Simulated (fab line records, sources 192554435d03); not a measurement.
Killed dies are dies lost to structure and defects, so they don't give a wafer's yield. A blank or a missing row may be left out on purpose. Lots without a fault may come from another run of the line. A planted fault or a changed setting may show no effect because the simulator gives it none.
Chamber matching | flow n5_finfet | N5_MOL_CONTACT_COAG_ETCH_66 on rie_diel-05: 3 sister chambers
The step etches SiARC in CF4, target depth 13 nm, time 21.7 s. 6 wafers are shown with their chamber, then 6 later ones without.

WAFERS WITH THEIR CHAMBER
wafer  | chamber | drypump_motor_current_A (A) | throttle_valve_pct (%)
L083.6 | 2       | 5.1                         | 15.63
L086.2 | 1       | 6.1                         | 15.24
L086.5 | 1       | 6.1                         | 15.24
L090.4 | 0       | 5.8                         | 15.89
L090.6 | 2       | 5.1                         | 15.64
L094.2 | 0       | 5.7                         | 15.37

WAFERS WITHOUT THEIR CHAMBER
wafer  | drypump_motor_current_A (A) | throttle_valve_pct (%)
L094.4 | 6.0                         | 15.26
L094.5 | 5.1                         | 15.66
L096.1 | 5.7                         | 15.37
L096.4 | 5.1                         | 15.69
L097.1 | 5.1                         | 15.68
L097.6 | 5.1                         | 15.67

WHICH CHAMBER EACH WENT THROUGH
wafer  | from the rows above | in truth
L094.4 | 1                   | 1
L094.5 | 2                   | 2
L096.1 | 0                   | 0
L096.4 | 2                   | 2
L097.1 | 2                   | 2
L097.6 | 2                   | 2
Placed correctly: 6 of 6. Can't be placed from these rows: 0. Placed wrongly: 0.
How it was worked out, from the rows above alone: a wafer's distance from a chamber is the root of the sum, over the readings, of the square of ((its reading less the chamber's mean) divided by the reading's scatter). The wafer belongs to the nearest chamber; if the next one is less than 2 further off, it can't be placed. A chamber's mean is the mean of its shown wafers. The scatter: the root of (the sum of the squares of (reading less its chamber's mean) over the shown wafers, divided by (wafers less chambers)).
